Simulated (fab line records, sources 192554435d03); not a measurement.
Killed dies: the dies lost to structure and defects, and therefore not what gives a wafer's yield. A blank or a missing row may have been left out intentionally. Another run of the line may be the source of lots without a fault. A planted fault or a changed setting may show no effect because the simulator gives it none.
Split-lot experiment | flow n5 finfet | 21 wafers read across 7 lots, on a route 1938 steps long

== THE SPLIT ITSELF ==
At N5_BEOL_M1_COAT_76 (time 60 s, resist thk 5 nm), the setting spin rpm was moved away from the recipe's 1500 rpm on 6 of the 21 wafers read, by -9.3% to +8.6%. This setting was run at the recipe's value on the other wafers.

== FROM THE SPLIT TO THE READING: what the file shows between them, 3 steps ==
- N5_BEOL_M1_COAT_22: resist thk 30 nm
- N5_BEOL_M1_EBR_24
- N5_BEOL_M1_DESCUM_33: chemistry O2, time 7 s

== THE READING ==
etch.depth nm (the simulator's own value, which no gauge read), in nm, at N5_BEOL_M1_ETCH_77 (etches underlayer in N2/H2, target depth 6.5 nm, time 5.2 s). The file gives no usual value for it. Across the 15 wafers here that went through the recipe, the average is 5.007 nm and the standard deviation 0.02 nm.

wafer  | tool, chamber at the split | spin rpm as run, rpm | against the recipe | etch.depth nm, nm | against lot-mates on the recipe
L074.1 | litho track-05, 0          | 1500                 | recipe             | 5.045             | -
L074.2 | litho track-05, 0          | 1500                 | recipe             | 5.008             | -
L074.5 | litho track-05, 0          | 1500                 | recipe             | 5.044             | -
L079.1 | litho track-01, 0          | 1629                 | +8.6%              | 4.841             | -0.192
L079.2 | litho track-01, 0          | 1500                 | recipe             | 5.033             | -
L079.5 | litho track-01, 0          | 1629                 | +8.6%              | 4.844             | -0.189
L081.2 | litho track-01, 0          | 1500                 | recipe             | 5.001             | -
L081.4 | litho track-01, 0          | 1629                 | +8.6%              | 4.809             | -0.197
L081.5 | litho track-01, 0          | 1500                 | recipe             | 5.012             | -
L083.4 | litho track-02, 0          | 1500                 | recipe             | 4.985             | -
L083.5 | litho track-02, 0          | 1360                 | -9.3%              | 5.238             | +0.254
L083.6 | litho track-02, 0          | 1500                 | recipe             | 4.983             | -
L092.1 | litho track-02, 0          | 1500                 | recipe             | 4.988             | -
L092.4 | litho track-02, 0          | 1500                 | recipe             | 4.977             | -
L092.6 | litho track-02, 0          | 1500                 | recipe             | 4.992             | -
L094.2 | litho track-05, 0          | 1432                 | -4.5%              | 5.127             | +0.126
L094.3 | litho track-05, 0          | 1432                 | -4.5%              | 5.107             | +0.106
L094.4 | litho track-05, 0          | 1500                 | recipe             | 5.001             | -
L095.1 | litho track-01, 0          | 1500                 | recipe             | 5.013             | -
L095.2 | litho track-01, 0          | 1500                 | recipe             | 5.012             | -
L095.6 | litho track-01, 0          | 1500                 | recipe             | 5.012             | -

FIT RESULTS
A straight line over all 21 wafers: etch.depth nm changes by -0.022 nm for each +1% of spin rpm; r = -0.98; the points scatter about the line by 0.021 nm.
The same after taking each lot's own level away (the mean of its wafers on the recipe; 21 wafers): -0.0241 nm for each +1%; r = -0.99; scatter 0.012 nm.
According to that fit, moving spin rpm by its largest amount changes the reading by 0.22 nm.
The span of the lots' own levels, 4.9840 to 5.0330 nm, comes to 2.4 times the standard deviation stated above.
The two slopes are in agreement: the lot-to-lot level therefore moves the slope only a little.
Check: +0.217 nm against its lot-mates is what the line predicts for one of the wafers moved furthest among these (-9.3%) when that wafer is left out of the fit. Against them it came out at +0.254 nm.

== FURTHER SPLITS ON THESE WAFERS ==
Other splits were also applied to these wafers ahead of the reading. Each is held against what the fit with the lots' levels taken away leaves over:
other split on the same wafers          | wafers away from the commonest value | r with etch.depth nm (lot level and that fit taken away)
N5_MOL_CONTACT_COAG_COAT_76 spin rpm    | 10                                   | +0.19
N5_BEOL_M0_SAQP_ETCH_106 target depth a | 9                                    | -0.14
N5_BEOL_M0_CUTY_EXPOSE_54 dose mj       | 7                                    | +0.33
N5_BEOL_M0_CUTY_DESCUM_61 time s        | 7                                    | -0.24
N5_BEOL_M1_ETCH_64 source w             | 6                                    | +0.38

== THE WHOLE CHAIN: every reading that the file lists as answering this split, in the file's order ==
step               | what it does                                                | reading                                                        | change (the file's fit)                | r (the file's)
N5_BEOL_M1_ETCH_77 | etches underlayer in N2/H2, target depth 6.5 nm, time 5.2 s | etch rf on time s                                              | withheld for each +1% of the setting   | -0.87
N5_BEOL_M1_ETCH_77 | etches underlayer in N2/H2, target depth 6.5 nm, time 5.2 s | etch.depth nm (the simulator's own value, which no gauge read) | -0.0243 nm for each +1% of the setting | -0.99

== FILE'S OWN FIT ==
etch.depth nm changes by -0.0243 nm for each +1% of spin rpm, r = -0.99.
